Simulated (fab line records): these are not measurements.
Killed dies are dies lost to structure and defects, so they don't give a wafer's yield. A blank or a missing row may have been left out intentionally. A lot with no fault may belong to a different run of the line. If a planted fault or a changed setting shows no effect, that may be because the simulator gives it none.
fab line records + flow n5-finfet + part 2 of 2: steps 5 to 6 of 6
[record]
- lots = 24
- wafers = 72
- last-day = 18
route steps=1938 shown STI_FIN_REVEAL@199 DUMMY_GATE@214 SD_EPI_N@271
lots with no fault: from the same line, run without faults
start-h: hours from the record's first day to the start of the lot's first wafer shown + wait-h: how many hours have passed since the lot's step before this one + " repeats the value in the row above + L1.1+2: a row that stands for several wafers + - no value present, or no start provided + * or withheld: withheld + < > ~ a bound
route shown NAME@n: a module of which the file shows steps, and the number in the route of the first + usual: mean and standard deviation over wafers with no fault + same: alike in all rows + chamber/n: place in a boat + sites: readings site by site + _std_site: the standard deviation of these + _edge_site: inner sites' mean taken away from outer sites' mean + radius-mm: for every site, how far away it sits from the centre of the wafer + mask NAME#n: copy n + behind: the last tool/chamber to shape the wafer + hold: why the lot went on hold/how many hours it stayed there/how the hold came to an end + device: whichever transistor did not switch (one of n, p or np) + end of line: tests run on the same wafers once the route is complete + step lacking rows: just its recipe + killed: dies lost to structure and defects at the first sort, not the wafer's yield + map: per-die view of a wafer (x killed, . not killed, _ where there is no die)
set.NAME: the run value of the setting; set.NAME@STEP: its run value at that earlier step + model.NAME: the simulator's own value behind a step, which no gauge read
one table for each step of the route and one row for each wafer, over a sample of lots
services: a tool's chamber out of use, with start hour (start-h, from the record's first day; less than 0 if before it), hours out, and reason
[[steps]]
[step N5_SD_EPI_N_OVL_MEAS_10]
[recipe]
- points-per-wafer = 44
[usual]
- SD_N_BLK_OVL = -0.3/0.87
| lot.wafer | tool       | chamber | start-h | wait-h | SD_N_BLK_OVL[nm] |
|-----------|------------|---------|---------|--------|------------------|
| L074.2    | overlay-01 | 0       | 49.12   | 0.0    | -1.9             |
| L074.3    | "          | 0       | "       | "      | -0.7             |
| L074.4    | "          | 0       | "       | "      | -1.4             |
| L075.1    | overlay-01 | 0       | 55.67   | 0.0    | 0.2              |
| L075.4    | "          | 0       | "       | "      | -1.2             |
| L075.6    | "          | 0       | "       | "      | 0.5              |
| L076.2    | overlay-02 | 0       | 60.09   | 0.0    | -0.5             |
| L076.3    | "          | 0       | "       | "      | 0.0              |
| L076.5    | "          | 0       | "       | "      | 0.4              |
| L077.2    | overlay-01 | 0       | 67.98   | 0.0    | -0.8             |
| L077.4    | "          | 0       | "       | "      | 0.4              |
| L077.5    | "          | 0       | "       | "      | -0.3             |
| L078.2    | overlay-02 | 0       | 73.22   | 0.0    | 0.7              |
| L078.5    | "          | 0       | "       | "      | -0.3             |
| L078.6    | "          | 0       | "       | "      | 1.6              |
| L079.2    | overlay-01 | 0       | 81.14   | 0.0    | -0.8             |
| L079.4    | "          | 0       | "       | "      | 0.0              |
| L079.6    | "          | 0       | "       | "      | -0.2             |
| L080.4    | overlay-02 | 0       | 87.82   | 0.0    | -0.5             |
| L080.5    | "          | 0       | "       | "      | -0.4             |
| L080.6    | "          | 0       | "       | "      | -0.2             |
| L081.3    | overlay-02 | 0       | 94.34   | 0.0    | -0.2             |
| L081.5    | "          | 0       | "       | "      | -0.4             |
| L081.6    | "          | 0       | "       | "      | 0.6              |
| L082.1    | overlay-01 | 0       | 98.42   | 0.0    | 0.2              |
| L082.2    | "          | 0       | "       | "      | -0.8             |
| L082.3    | "          | 0       | "       | "      | 0.4              |
| L083.1    | overlay-02 | 0       | 102.85  | 0.0    | -0.1             |
| L083.3    | "          | 0       | "       | "      | 0.2              |
| L083.4    | "          | 0       | "       | "      | 0.0              |
| L084.3    | overlay-02 | 0       | 111.30  | 0.0    | -2.3             |
| L084.4    | "          | 0       | "       | "      | -0.3             |
| L084.6    | "          | 0       | "       | "      | -1.2             |
| L085.2    | overlay-02 | 0       | 116.14  | 0.0    | 0.6              |
| L085.4    | "          | 0       | "       | "      | -0.2             |
| L085.6    | "          | 0       | "       | "      | 0.6              |
| L086.1    | overlay-02 | 0       | 122.62  | 0.0    | -1.1             |
| L086.2    | "          | 0       | "       | "      | 0.5              |
| L086.4    | "          | 0       | "       | "      | 0.7              |
| L087.1    | overlay-02 | 0       | 128.64  | 0.0    | -0.4             |
| L087.3    | "          | 0       | "       | "      | 1.2              |
| L087.6    | "          | 0       | "       | "      | 0.6              |
| L088.2    | overlay-02 | 0       | 133.21  | 0.0    | -0.4             |
| L088.3    | "          | 0       | "       | "      | 0.2              |
| L088.6    | "          | 0       | "       | "      | 0.6              |
| L089.1    | overlay-02 | 0       | 141.04  | 0.0    | 1.2              |
| L089.2    | "          | 0       | "       | "      | -0.7             |
| L089.3    | "          | 0       | "       | "      | 0.7              |
| L090.1    | overlay-02 | 0       | 143.91  | 0.0    | -1.2             |
| L090.2    | "          | 0       | "       | "      | -0.1             |
| L090.3    | "          | 0       | "       | "      | -0.8             |
| L091.1    | overlay-01 | 0       | 149.65  | 0.0    | 1.2              |
| L091.2    | "          | 0       | "       | "      | 0.2              |
| L091.6    | "          | 0       | "       | "      | -1.0             |
| L092.4    | overlay-02 | 0       | 155.41  | 0.0    | 0.4              |
| L092.5    | "          | 0       | "       | "      | -1.3             |
| L092.6    | "          | 0       | "       | "      | -0.3             |
| L093.1    | overlay-02 | 0       | 162.77  | 0.0    | 0.0              |
| L093.5    | "          | 0       | "       | "      | 1.3              |
| L093.6    | "          | 0       | "       | "      | -0.6             |
| L094.3    | overlay-02 | 0       | 171.82  | 0.0    | -0.1             |
| L094.4    | "          | 0       | "       | "      | -2.2             |
| L094.6    | "          | 0       | "       | "      | -1.2             |
| L095.2    | overlay-01 | 0       | 175.44  | 0.0    | -1.9             |
| L095.3    | "          | 0       | "       | "      | -1.3             |
| L095.6    | "          | 0       | "       | "      | -1.4             |
| L096.1    | overlay-01 | 0       | 181.92  | 0.0    | -1.3             |
| L096.4    | "          | 0       | "       | "      | -1.3             |
| L096.6    | "          | 0       | "       | "      | -1.1             |
| L097.1    | overlay-02 | 0       | 190.43  | 0.0    | -0.2             |
| L097.2    | "          | 0       | "       | "      | 0.5              |
| L097.4    | "          | 0       | "       | "      | 1.0              |
[step N5_SD_EPI_N_ETCH_45]
[recipe]
- chemistry = CH3F/O2
- target = SiOCN
- target-depth-a = 60
- mask-material = SOC
- ion-energy-ev = 60
- bias-w = 29
- pressure-mtorr = 15
- source-w = 410
- Ar_flow_sccm = 150
- CH3F_flow_sccm = 30
- O2_flow_sccm = 20
[usual]
- CH3F_flow_sccm = 30.01/0.097
- O2_flow_sccm = 20.00/0.064
- drypump-motor-current-A = 5.5/0.5
- oes-product-au = 0.76/0.085
- rf-vpp-V = 127.2/1
- showerhead-plenum-p-Torr = 1.98/0.062
- throttle-valve-pct = 23.36/0.27
| lot.wafer | tool        | chamber | start-h | wait-h | CH3F_flow_sccm | O2_flow_sccm | drypump-motor-current-A | oes-product-au | rf-hours-counter-h | rf-vpp-V | showerhead-plenum-p-Torr | throttle-valve-pct |
|-----------|-------------|---------|---------|--------|----------------|--------------|-------------------------|----------------|--------------------|----------|--------------------------|--------------------|
| L074.2    | rie-diel-04 | 0       | 49.69   | 0.1    | 30.03          | 20.10        | 5.0                     | 0.71           | 208                | 125.4    | 1.96                     | 23.34              |
| L074.3    | "           | 3       | "       | "      | 30.10          | 20.03        | 6.1                     | 0.71           | 215                | 127.1    | 1.97                     | 23.27              |
| L074.4    | "           | 1       | "       | "      | 29.90          | 19.92        | 6.0                     | 0.76           | 150                | 127.0    | 2.08                     | 23.74              |
| L075.1    | rie-diel-02 | 1       | 56.24   | 0.1    | 30.00          | 19.99        | 6.4                     | 0.70           | 212                | 128.0    | 1.97                     | 22.90              |
| L075.4    | "           | 0       | "       | "      | 30.05          | 20.15        | 5.1                     | 0.74           | 174                | 127.1    | 1.91                     | 23.80              |
| L075.6    | "           | 3       | "       | "      | 29.93          | 20.03        | 5.3                     | 0.71           | -                  | 126.8    | 1.89                     | 23.49              |
| L076.2    | rie-diel-04 | 1       | 60.80   | 0.1    | 29.97          | 19.95        | 6.0                     | 0.77           | 155                | 126.9    | 2.08                     | 23.73              |
| L076.3    | "           | 2       | "       | "      | 30.05          | 19.90        | 5.1                     | 0.74           | 223                | 127.1    | 1.97                     | 23.33              |
| L076.5    | "           | 2       | "       | "      | 30.17          | 19.83        | 5.1                     | 0.73           | -                  | 126.9    | 1.97                     | 23.34              |
| L077.2    | rie-diel-04 | 3       | 68.56   | 0.1    | 30.04          | 19.98        | 6.2                     | 0.72           | 221                | 127.3    | 1.96                     | 23.29              |
| L077.4    | "           | 2       | "       | "      | 29.91          | 20.02        | 5.1                     | 0.73           | 225                | 126.6    | 1.97                     | 23.33              |
| L077.5    | "           | 3       | "       | "      | 30.05          | 20.06        | 6.2                     | 0.72           | -                  | 125.7    | 1.96                     | 23.28              |
| L078.2    | rie-diel-02 | 0       | 73.80   | 0.1    | 29.99          | 19.96        | 5.1                     | 0.73           | 180                | 127.5    | 1.91                     | 23.82              |
| L078.5    | "           | 0       | "       | "      | 29.97          | 20.01        | 5.1                     | 0.74           | -                  | 127.0    | 1.90                     | 23.81              |
| L078.6    | "           | 3       | "       | "      | 30.03          | 19.87        | 5.3                     | 0.70           | -                  | 126.1    | 1.88                     | 23.51              |
| L079.2    | rie-diel-03 | 3       | 81.74   | 0.1    | 29.95          | 20.04        | 5.2                     | 0.78           | 109                | 128.0    | 2.09                     | 23.24              |
| L079.4    | "           | 2       | "       | "      | 30.16          | 19.99        | 5.9                     | 0.74           | -                  | 127.4    | 1.98                     | 23.13              |
| L079.6    | "           | 1       | "       | "      | 29.99          | 20.08        | 5.3                     | 0.88           | -                  | 126.8    | 1.95                     | 22.98              |
| L080.4    | rie-diel-03 | 1       | 88.42   | 0.1    | 29.89          | 19.96        | 5.3                     | 0.87           | 45                 | 126.6    | 1.95                     | 22.98              |
| L080.5    | "           | 3       | "       | "      | 29.94          | 20.01        | 5.2                     | 0.77           | -                  | 128.5    | 2.09                     | 23.25              |
| L080.6    | "           | 0       | "       | "      | 30.13          | 20.07        | 6.1                     | 0.99           | -                  | 126.7    | 1.96                     | 23.56              |
| L081.3    | rie-diel-02 | 2       | 94.92   | 0.1    | 30.16          | 19.97        | 5.2                     | 0.89           | 28                 | 127.5    | 1.95                     | 23.07              |
| L081.5    | "           | 1       | "       | "      | 30.09          | 20.00        | 6.4                     | 0.68           | -                  | 127.0    | 1.96                     | 22.90              |
| L081.6    | "           | 0       | "       | "      | 29.96          | 20.08        | 5.1                     | 0.72           | -                  | 126.8    | 1.90                     | 23.82              |
| L082.1    | rie-diel-04 | 0       | 98.99   | 0.1    | 30.05          | 20.03        | 5.0                     | 0.71           | 227                | 128.3    | 1.95                     | 23.36              |
| L082.2    | "           | 2       | "       | "      | 30.06          | 19.97        | 5.1                     | 0.71           | 236                | 126.8    | 1.96                     | 23.35              |
| L082.3    | "           | 3       | "       | "      | 30.03          | 20.07        | 6.2                     | 0.70           | 233                | 126.4    | 1.96                     | 23.31              |
| L083.1    | rie-diel-02 | 1       | 103.74  | 0.1    | 29.83          | 20.07        | 6.4                     | 0.70           | 228                | 127.6    | 1.96                     | 22.94              |
| L083.3    | "           | 0       | "       | "      | 30.02          | 20.07        | 5.1                     | 0.73           | 190                | 125.4    | 1.90                     | 23.83              |
| L083.4    | "           | 3       | "       | "      | 30.00          | 19.98        | 5.3                     | 1.01           | 0                  | 127.2    | 2.13                     | 23.19              |
| L084.3    | rie-diel-04 | 2       | 111.88  | 0.1    | 29.91          | 19.92        | 5.1                     | 0.71           | 240                | 125.8    | 1.96                     | 23.36              |
| L084.4    | "           | 0       | "       | "      | 30.06          | 20.10        | 5.0                     | 0.70           | 231                | 127.8    | 1.95                     | 23.36              |
| L084.6    | "           | 2       | "       | "      | 30.02          | 19.92        | 5.1                     | 0.71           | -                  | 126.2    | 1.96                     | 23.37              |
| L085.2    | rie-diel-03 | 2       | 116.71  | 0.1    | 30.21          | 19.98        | 5.8                     | 0.73           | 196                | 127.2    | 1.97                     | 23.15              |
| L085.4    | "           | 3       | "       | "      | 30.07          | 20.00        | 5.1                     | 0.76           | 121                | 127.9    | 2.09                     | 23.25              |
| L085.6    | "           | 1       | "       | "      | 30.08          | 20.02        | 5.3                     | 0.85           | -                  | 126.9    | 1.94                     | 23.00              |
| L086.1    | rie-diel-04 | 3       | 123.46  | 0.1    | 29.89          | 19.86        | 6.2                     | 0.70           | 242                | 127.8    | 1.96                     | 23.30              |
| L086.2    | "           | 2       | "       | "      | 30.19          | 19.94        | 5.1                     | 0.70           | 245                | 128.3    | 1.96                     | 23.37              |
| L086.4    | "           | 0       | "       | "      | 30.01          | 20.02        | 4.9                     | 0.69           | 236                | 127.9    | 1.95                     | 23.39              |
| L087.1    | rie-diel-04 | 3       | 129.21  | 0.1    | 30.09          | 19.90        | 6.2                     | 0.69           | 244                | 126.9    | 1.96                     | 23.32              |
| L087.3    | "           | 2       | "       | "      | 30.02          | 19.95        | 5.1                     | 0.71           | 247                | 126.1    | 1.96                     | 23.36              |
| L087.6    | "           | 2       | "       | "      | 30.04          | 20.08        | 5.1                     | 0.71           | -                  | 126.9    | 1.96                     | 23.37              |
| L088.2    | rie-diel-04 | 2       | 133.78  | 0.1    | 30.07          | 19.99        | 5.1                     | 0.70           | 248                | 126.0    | 1.96                     | 23.37              |
| L088.3    | "           | 1       | "       | "      | 30.08          | 20.11        | 6.0                     | 0.75           | 178                | 128.5    | 2.07                     | 23.76              |
| L088.6    | "           | 0       | "       | "      | 30.03          | 19.90        | 5.0                     | 0.69           | -                  | 126.9    | 1.95                     | 23.39              |
| L089.1    | rie-diel-04 | 0       | 141.61  | 0.1    | 30.00          | 19.99        | 5.0                     | 0.69           | 242                | 127.3    | 1.95                     | 23.38              |
| L089.2    | "           | 3       | "       | "      | 30.02          | 20.01        | 6.2                     | 0.69           | 249                | 126.8    | 1.96                     | 23.32              |
| L089.3    | "           | 1       | "       | "      | 30.07          | 19.94        | 6.0                     | 0.75           | 181                | 128.3    | 2.07                     | 23.76              |
| L090.1    | rie-diel-04 | 0       | 144.48  | 0.1    | 29.83          | 20.01        | 5.0                     | 0.70           | 244                | 127.1    | 1.95                     | 23.40              |
| L090.2    | "           | 1       | "       | "      | 29.80          | 19.97        | 6.0                     | 0.74           | 182                | 128.9    | 2.07                     | 23.78              |
| L090.3    | "           | 3       | "       | "      | 29.97          | 20.02        | 6.2                     | 0.69           | 250                | 127.4    | 1.95                     | 23.32              |
| L091.1    | rie-diel-02 | 0       | 150.22  | 0.1    | 29.99          | 19.89        | 5.1                     | 0.71           | 206                | 123.6    | 1.90                     | 23.85              |
| L091.2    | "           | 2       | "       | "      | 29.88          | 20.03        | 5.1                     | 0.85           | 48                 | 125.7    | 1.94                     | 23.09              |
| L091.6    | "           | 2       | "       | "      | 30.03          | 20.03        | 5.1                     | 0.85           | -                  | 127.0    | 1.94                     | 23.08              |
| L092.4    | rie-diel-02 | 3       | 155.98  | 0.1    | 29.90          | 20.09        | 5.3                     | 0.95           | 20                 | 126.8    | 2.12                     | 23.21              |
| L092.5    | "           | 1       | "       | "      | 30.00          | 19.99        | 6.4                     | 0.68           | -                  | 126.1    | 1.96                     | 22.95              |
| L092.6    | "           | 2       | "       | "      | 30.05          | 19.89        | 5.1                     | 0.86           | -                  | 127.3    | 1.94                     | 23.08              |
| L093.1    | rie-diel-04 | 3       | 163.35  | 0.1    | 30.01          | 19.95        | 6.1                     | 0.69           | 257                | 128.5    | 1.95                     | 23.33              |
| L093.5    | "           | 0       | "       | "      | 30.12          | 20.04        | 4.9                     | 0.69           | -                  | 126.4    | 1.95                     | 23.41              |
| L093.6    | "           | 1       | "       | "      | 30.06          | 20.00        | 6.0                     | 0.73           | -                  | 126.5    | 2.07                     | 23.78              |
| L094.3    | rie-diel-04 | 2       | 172.39  | 0.1    | 29.90          | 19.97        | 5.1                     | 0.97           | 5                  | 126.8    | 1.96                     | 23.13              |
| L094.4    | "           | 2       | "       | "      | 30.07          | 19.96        | 5.1                     | 0.97           | -                  | 126.6    | 1.96                     | 23.10              |
| L094.6    | "           | 1       | "       | "      | 29.98          | 19.88        | 6.0                     | 0.72           | -                  | 127.4    | 2.07                     | 23.79              |
| L095.2    | rie-diel-04 | 2       | 176.01  | 0.1    | 30.06          | 19.99        | 5.1                     | 0.97           | 6                  | 125.4    | 1.96                     | 23.14              |
| L095.3    | "           | 1       | "       | "      | 29.91          | 19.88        | 6.0                     | 0.73           | 196                | 128.7    | 2.07                     | 23.80              |
| L095.6    | "           | 1       | "       | "      | 29.98          | 19.88        | 6.0                     | 0.73           | -                  | 129.3    | 2.07                     | 23.78              |
| L096.1    | rie-diel-03 | 2       | 182.49  | 0.1    | 30.03          | 20.02        | 5.9                     | 0.71           | 223                | 127.0    | 1.96                     | 23.18              |
| L096.4    | "           | 1       | "       | "      | 30.02          | 20.10        | 5.3                     | 0.83           | -                  | 126.3    | 1.94                     | 23.00              |
| L096.6    | "           | 2       | "       | "      | 30.00          | 19.88        | 5.9                     | 0.70           | -                  | 128.0    | 1.96                     | 23.18              |
| L097.1    | rie-diel-03 | 3       | 191.00  | 0.1    | 29.91          | 20.00        | 5.1                     | 0.73           | 153                | 128.2    | 2.08                     | 23.30              |
| L097.2    | "           | 2       | "       | "      | 30.01          | 20.01        | 5.9                     | 0.70           | 228                | 128.0    | 1.96                     | 23.19              |
| L097.4    | "           | 1       | "       | "      | 29.90          | 20.02        | 5.3                     | 0.82           | -                  | 125.6    | 1.94                     | 23.03              |
[[services]]
| tool        | chamber | start-h | hours | kind   |
|-------------|---------|---------|-------|--------|
| cmp-02      | -       | 13.62   | 0.7   | repair |
| rie-si-04   | 1       | 15.84   | 10.1  | repair |
| rie-si-03   | -       | 26.22   | 1.2   | repair |
| rie-si-02   | 1       | 26.48   | 19.3  | repair |
| rie-si-03   | 3       | 30.37   | 5.1   | repair |
| rie-diel-01 | 0       | 35.29   | 4.0   | repair |
| rie-si-03   | 1       | 39.23   | 1.2   | repair |
| rie-si-02   | -       | 43.05   | 3.5   | repair |
| rie-si-03   | 1       | 59.21   | 1.6   | repair |
| ald-sin-02  | 1       | 60.81   | 2.9   | repair |
| rie-diel-05 | 1       | 73.51   | 5.2   | repair |
| rie-si-03   | 2       | 75.40   | 5.5   | repair |
| rie-si-02   | -       | 83.60   | 2.8   | pm     |
| cmp-03      | -       | 85.91   | 4.0   | pm     |
| rie-si-03   | 2       | 98.76   | 11.3  | repair |
| cmp-02      | -       | 124.58  | 4.0   | pm     |
| rie-diel-06 | 1       | 130.63  | 9.8   | repair |
| cmp-03      | -       | 138.26  | 2.5   | repair |
| cmp-02      | -       | 156.86  | 4.1   | repair |
| cmp-02      | -       | 173.70  | 1.1   | repair |
| rie-si-03   | 0       | 175.47  | 5.9   | repair |
| cmp-03      | -       | 176.83  | 0.3   | repair |
| cmp-03      | -       | 177.29  | 0.4   | repair |
| ald-sin-03  | -       | 177.36  | 14.0  | pm     |
